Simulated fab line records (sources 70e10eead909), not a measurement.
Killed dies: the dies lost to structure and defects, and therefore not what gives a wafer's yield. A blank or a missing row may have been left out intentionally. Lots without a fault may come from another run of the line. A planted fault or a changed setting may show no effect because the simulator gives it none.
Struck lot and sound lot, side by side ; flow nand_harc ; 16 steps out of a route of 1302
Sound: wafers L855.2, L855.4, L855.5. The struck wafers were L849.1, L849.2, L849.3. At the end, the cause is stated.
Each step with rows lists, per side, the tool, then ch with its chambers, then its first start. Under that, the readings that differ: sound wafers ; struck wafers ; difference of the means ; sigmas: that difference in standard deviations of wafers without a fault.
alike: a reading whose means differ by less than 2 such deviations, as well as words and numbers matching on both sides. not compared: withheld readings; readings where some wafer has no value; bounds like >300 that might hide an equal value; numbers whose values overlap and for which the record gives no deviation.
A row with sigmas, a row that says differs or no value, or rows on one side alone: a step with any of these is where the two part. Numbers that don't overlap but have no deviation are shown without sigmas and don't part them. A reading that every wafer of one side lacks parts them only if that side has two wafers or more.

first, 1 step without rows for these wafers: NHARC_P_M2_ETCH_35 (etches the open film in N2/H2, target depth 40 nm, overetch 12 nm, time 43.94 s).
NHARC_P_M2_ETCH_15: etches the open film in C4F8/Ar, target depth 182.5 nm, time 91.2 s.
  sound on rie_diel-01 ch 0,1,2; struck on rie_diel-01 ch 0,1,2
  alike: chamber_pressure_mTorr, oes_product_au, rf_vpp_V
  not compared: rf_hours_counter_h
NHARC_P_M2_CD_MEAS_16:
  sound: cd_sem-01 at day 14 18:19; struck: cd_sem-01 at day 12 11:42
  alike: cd_nm
then, 1 step without rows for these wafers: NHARC_P_M2_STRIP_18 (strips in N2/H2).
NHARC_P_M2_ETCH_28: etches the open film in CF4/N2, target depth 30 nm, time 72.99 s.
  sound on rie_diel-02 ch 0,1; struck on rie_diel-01 ch 0,1,3
  alike: chamber_pressure_mTorr, drypump_motor_current_A, mfc_ar_sccm, oes_product_au, rf_vpp_V, showerhead_plenum_p_Torr, throttle_valve_pct
  not compared: rf_hours_counter_h
then, 2 steps without rows for these wafers: NHARC_P_M2_STRIP_19 (strips in post etch residue remover, time 600 s); NHARC_P_M2_DEGAS_29 (time 60 s).
NHARC_P_M2_PRE_CLEAN_30: time 30 s.
  sound on pvd_sputter-02; struck on pvd_sputter-03
  alike: heater_power_w
then, 1 step without rows for these wafers: NHARC_P_M2_PVD_20 (deposits TaN, target thk 5 nm, time 8.06 s).
NHARC_P_M2_PVD_21: deposits Cu, target thk 30 nm, time 20.49 s.
  sound on pvd_sputter-02; struck on pvd_sputter-03
  alike: throttle_valve_pct
then, 1 step without rows for these wafers: NHARC_P_M2_ECD_22 (material Cu, target thk 400 nm).
NHARC_P_M2_ANNEAL_31: time 90 s.
  sound on rtp_anneal-02 ch 0, day 14 19:52; struck on rtp_anneal-02 ch 0, day 12 13:11
  alike: wafer_temp_C_max
NHARC_P_M2_CMP_23: polishes, t overpolish 20 s, target thk 144.3 nm.
  sound on cmp-04 ch 0,2,3, day 14 20:12; struck on cmp-04 ch 0,1,3, day 12 13:32
  no value came back on the struck wafers for edge_zone_pressure_frac, motor_current_A (A), time_to_endpoint_s (s); on the sound wafers edge_zone_pressure_frac reads 1.002 1.000 0.998
NHARC_P_M2_THK_MEAS_24: measures by xrf.
  sound: film_metro-02 at day 14 20:29; struck: film_metro-01 at day 12 13:51
reading;sound;struck;difference;sigmas
thk_nm (nm);141.2 145.5 143.6;399.0 402.2 404.9;+258.6;+99 or more
then, 1 step without rows for these wafers: NHARC_P_M2_SRD_25.
-- break in the record here, with 18 days between the starts of the struck wafers on either side (left off in module P_M2, picked up again in module END, where the first step shown is number 1302 on the route) --
NHARC_END_SORT_01:
  only the struck wafers appear in the record here, on prober-02 ch 0 at day 30 17:29; the sound ones have no rows

WHERE THEY PART
First at NHARC_P_M2_CMP_23; last, within this record, at NHARC_END_SORT_01.

WHY: what had been put in by the simulator
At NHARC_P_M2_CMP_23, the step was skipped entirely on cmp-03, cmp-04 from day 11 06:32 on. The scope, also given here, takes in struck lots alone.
